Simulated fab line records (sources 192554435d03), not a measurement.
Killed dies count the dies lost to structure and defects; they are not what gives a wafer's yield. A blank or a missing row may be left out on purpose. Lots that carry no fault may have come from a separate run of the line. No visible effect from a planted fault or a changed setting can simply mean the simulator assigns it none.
Split-lot experiment + flow n5-finfet + 39 wafers read from 7 lots, route of 1938 steps

SPLIT DETAILS
At N5_BEOL_M6_ILD_DEP_00 (deposits SiCOH lowk from DEMS/porogen, target thk 179.75 nm, time 33.4 s), the setting target-thk-a was moved away from the recipe's 1797.5 angstrom on 15 of the 39 wafers read, by -52.7% to +57.1%. The other wafers ran this setting at the recipe's value.

THE PATH FROM SPLIT TO READING: the file shows 1 step between them
- N5_BEOL_M6_CURE_74: cures SiCOH lowk, time 240 s

THE READING
Values of M6_ILD_THK in nm from N5_BEOL_M6_THK_MEAS_01. Typical for fault-free wafers on this fab line: 155.5 nm, with standard deviation 1.8 nm.

| wafer  | tool, chamber at the split | target-thk-a as run, angstrom | against the recipe | M6_ILD_THK, nm | against lot-mates on the recipe |
|--------|----------------------------|-------------------------------|--------------------|----------------|---------------------------------|
| L076.1 | pecvd-04, 2                | 1797.5                        | recipe             | 155.1          | -                               |
| L076.2 | pecvd-04, 1                | 1797.5                        | recipe             | 156.7          | -                               |
| L076.3 | pecvd-04, 0                | 2824                          | +57.1%             | 244.0          | +87.0                           |
| L076.4 | pecvd-04, 1                | 1797.5                        | recipe             | 159.1          | -                               |
| L076.5 | pecvd-04, 0                | 2824                          | +57.1%             | 247.8          | +90.8                           |
| L076.6 | pecvd-04, 2                | 2824                          | +57.1%             | 250.4          | +93.4                           |
| L079.1 | pecvd-04, 2                | 2118                          | +17.8%             | 178.4          | +24.5                           |
| L079.2 | pecvd-04, 1                | 1797.5                        | recipe             | 151.7          | -                               |
| L079.3 | pecvd-04, 1                | 1797.5                        | recipe             | 154.3          | -                               |
| L079.4 | pecvd-04, 2                | 2118                          | +17.8%             | 181.8          | +27.9                           |
| L079.5 | pecvd-04, 2                | 1797.5                        | recipe             | 155.8          | -                               |
| L079.6 | pecvd-04, 1                | 2118                          | +17.8%             | 183.2          | +29.3                           |
| L080.1 | pecvd-03, 0                | 1134                          | -36.9%             | 98.3           | -58.0                           |
| L080.2 | pecvd-03, 1                | 1797.5                        | recipe             | 154.4          | -                               |
| L080.3 | pecvd-03, 1                | 1134                          | -36.9%             | 97.4           | -58.9                           |
| L080.4 | pecvd-03, 0                | 1797.5                        | recipe             | 158.7          | -                               |
| L080.5 | pecvd-03, 1                | 1134                          | -36.9%             | 98.0           | -58.3                           |
| L080.6 | pecvd-03, 0                | 1797.5                        | recipe             | 155.8          | -                               |
| L083.1 | pecvd-02, 0                | 1797.5                        | recipe             | 154.0          | -                               |
| L083.2 | pecvd-02, 1                | 1797.5                        | recipe             | 153.7          | -                               |
| L083.3 | pecvd-02, 2                | 2700                          | +50.2%             | 233.8          | +79.4                           |
| L083.4 | pecvd-02, 2                | 2700                          | +50.2%             | 236.4          | +82.0                           |
| L083.5 | pecvd-02, 1                | 1797.5                        | recipe             | 155.5          | -                               |
| L083.6 | pecvd-02, 0                | 2700                          | +50.2%             | 235.5          | +81.1                           |
| L085.3 | pecvd-04, 0                | 1797.5                        | recipe             | 153.9          | -                               |
| L085.4 | pecvd-04, 1                | 1797.5                        | recipe             | 155.5          | -                               |
| L085.5 | pecvd-04, 2                | 1797.5                        | recipe             | 156.7          | -                               |
| L090.1 | pecvd-02, 0                | 1797.5                        | recipe             | 155.5          | -                               |
| L090.2 | pecvd-02, 2                | 850                           | -52.7%             | 75.8           | -80.1                           |
| L090.3 | pecvd-02, 1                | 1797.5                        | recipe             | 154.2          | -                               |
| L090.4 | pecvd-02, 1                | 850                           | -52.7%             | 77.5           | -78.4                           |
| L090.5 | pecvd-02, 0                | 850                           | -52.7%             | 75.0           | -80.9                           |
| L090.6 | pecvd-02, 2                | 1797.5                        | recipe             | 157.9          | -                               |
| L091.1 | pecvd-03, 2,0              | 1797.5                        | recipe             | 152.3          | -                               |
| L091.2 | pecvd-03, 2,0              | 1797.5                        | recipe             | 152.3          | -                               |
| L091.3 | pecvd-03, 1                | 1797.5                        | recipe             | 153.0          | -                               |
| L091.4 | pecvd-03, 2                | 1797.5                        | recipe             | 156.3          | -                               |
| L091.5 | pecvd-03, 1                | 1797.5                        | recipe             | 154.3          | -                               |
| L091.6 | pecvd-03, 0                | 1797.5                        | recipe             | 158.0          | -                               |
Rows listing several chambers each stand for several wafers; the file does not say which wafer went through which chamber.

THE FIT
A straight line over all 39 wafers: M6_ILD_THK changes by +1.56 nm for each +1% of target-thk-a; r = +1.00; the points scatter about the line by 2.3 nm.
The same after taking each lot's own level away (the mean of its wafers on the recipe; 39 wafers): +1.57 nm for each +1%; r = +1.00; scatter 2 nm.
Per that fit: largest target-thk-a move, reading shift of 90 nm.
From 153.93 to 156.97 nm: that is the span of the lots' own levels, equal to 1.7 times the standard deviation above.
The two slopes are in agreement: the lot-to-lot level therefore moves the slope only a little.
Check: +90.3 nm against its lot-mates is what the line predicts for one of the wafers moved furthest among these (+57.1%) when that wafer is left out of the fit. It came out at +87 nm against them.

THE WHOLE CHAIN: every reading that the file lists as answering this split, in the file's order
| step                   | what it does                                                             | reading                                                                                  | change (the file's fit)              | r (the file's) |
|------------------------|--------------------------------------------------------------------------|------------------------------------------------------------------------------------------|--------------------------------------|----------------|
| N5_BEOL_M6_ILD_DEP_00  | deposits SiCOH lowk from DEMS/porogen, target thk 179.75 nm, time 33.4 s | SiCOH_lowk_of_BEOL_M6_ILD_DEP_00.thk-nm (the simulator's own value, which no gauge read) | +1.8 nm for each +1% of the setting  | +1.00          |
| N5_BEOL_M6_CURE_74     | cures SiCOH lowk, time 240 s                                             | SiCOH_lowk_of_BEOL_M6_ILD_DEP_00.thk-nm (the simulator's own value, which no gauge read) | +1.57 nm for each +1% of the setting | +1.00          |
| N5_BEOL_M6_THK_MEAS_01 |                                                                          | M6_ILD_THK                                                                               | +1.57 for each +1% of the setting    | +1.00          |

THE FILE'S OWN FIT
M6_ILD_THK changes by +1.57 nm for each +1% of target-thk-a, r = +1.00.
